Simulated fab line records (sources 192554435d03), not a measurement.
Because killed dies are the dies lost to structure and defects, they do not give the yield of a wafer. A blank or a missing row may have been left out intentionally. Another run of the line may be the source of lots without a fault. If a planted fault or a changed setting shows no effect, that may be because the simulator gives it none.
A single fault, viewed from 3 desks -- flow n5-finfet -- what lay behind the numbers comes last; until then each desk has only its own

== AT THE METROLOGY DESK ==
Lot by lot, what the gauges showed, no matter which tool ran the lot: averages of those sampled wafers that carry a number. Marked OUT: a lot whose mean sits more than 4 standard deviations from the usual mean, which makes it out of limits; the brackets give that distance. It has 12 readings; the 7 that lie furthest out on some lot are the ones shown.
Columns: A = M0_CUT1_OVL at N5_BEOL_M0_SAQP_OVL_MEAS_41, usual 0.3 nm; B = DIBL_N at N5_BEOL_M4_RC_MEAS_101, usual 36.6 mV/V; C = DIBL_P at N5_BEOL_M4_RC_MEAS_101, usual 36.7 mV/V; D = IOFF_N at N5_BEOL_M4_RC_MEAS_101, usual 0.16 nA/um; E = IOFF_P at N5_BEOL_M4_RC_MEAS_101, usual 0.22 nA/um; F = ION_P at N5_BEOL_M4_RC_MEAS_101, usual 463 uA/um; G = VT_P at N5_BEOL_M4_RC_MEAS_101, usual -249 mV
lot,first seen here,A,B,C,D,E,F,G
L453,day 6 16:09,-0.2,37.0,36.4,0.16,0.22,457,-249
L454,day 6 20:22,1.2,35.1,35.1,0.14,0.19,466,-250
L458,day 7 21:22,0.1,34.8,37.2,0.15,0.21,460,-252
L459,day 8 03:02,1.1,39.1,39.9,0.23,0.33,474,-242
L466,day 9 21:02,-0.8,37.8,38.0,0.19,0.26,465,-247
L470,day 11 05:49,-0.0,37.5,36.8,0.17,0.27,474,-244
This desk's verdict: no lot among the 6 shows anything out of limits.

== THE DEFECT DESK ==
For each lot, the counts of the inspections along the route, averaged over the sampled wafers that have a number. Marked OUT: a lot whose mean sits more than 4 standard deviations from the usual mean, which makes it out of limits; the brackets give that distance.
Columns: A = raw-defect-count at N5_BEOL_M0_SAQP_INSPECT_42, usual 288
lot,first seen here,A
L453,day 6 16:14,258
L454,day 6 20:28,212
L458,day 7 21:28,340
L459,day 8 03:08,276
L466,day 9 21:08,418
L470,day 11 05:55,312
This desk's verdict: no lot among the 6 shows anything out of limits.

== AT THE TOOL OWNER'S DESK: rie-diel-01 ==
The tool's own readings at N5_BEOL_M0_SAQP_CUT_ETCH_46 (etches SOC in N2/H2, target depth 135 nm, overetch 27 nm, time 202.5 s): means of the sampled wafers that have a number, for each lot that ran on this tool. Marked OUT: a lot whose mean sits more than 4 standard deviations from the usual mean, which makes it out of limits; the brackets give that distance.
Columns: A = drypump-motor-current-A at N5_BEOL_M0_SAQP_CUT_ETCH_46, usual 5.51 A; B = rf-vpp-V at N5_BEOL_M0_SAQP_CUT_ETCH_46, usual 524.2 V; C = showerhead-plenum-p-Torr at N5_BEOL_M0_SAQP_CUT_ETCH_46, usual 2.55 Torr; D = throttle-valve-pct at N5_BEOL_M0_SAQP_CUT_ETCH_46, usual 17.80 %
lot,first seen here,A,B,C,D
L453,day 6 16:22,5.63,524.5,2.55,18.07
L458,day 7 21:35,5.50,524.2,2.61,17.74
L459,day 8 03:19,5.46,526.3,2.58,18.00
This desk's verdict: no lot among the 3 shows anything out of limits.

== ALL TOGETHER ==
From the metrology desk's view, nothing was out of limits.
No out-of-limits result turned up at the defect desk.
The desk of the tool owner found nothing out of limits.

== WHAT THE SIMULATOR HAD INSERTED ==
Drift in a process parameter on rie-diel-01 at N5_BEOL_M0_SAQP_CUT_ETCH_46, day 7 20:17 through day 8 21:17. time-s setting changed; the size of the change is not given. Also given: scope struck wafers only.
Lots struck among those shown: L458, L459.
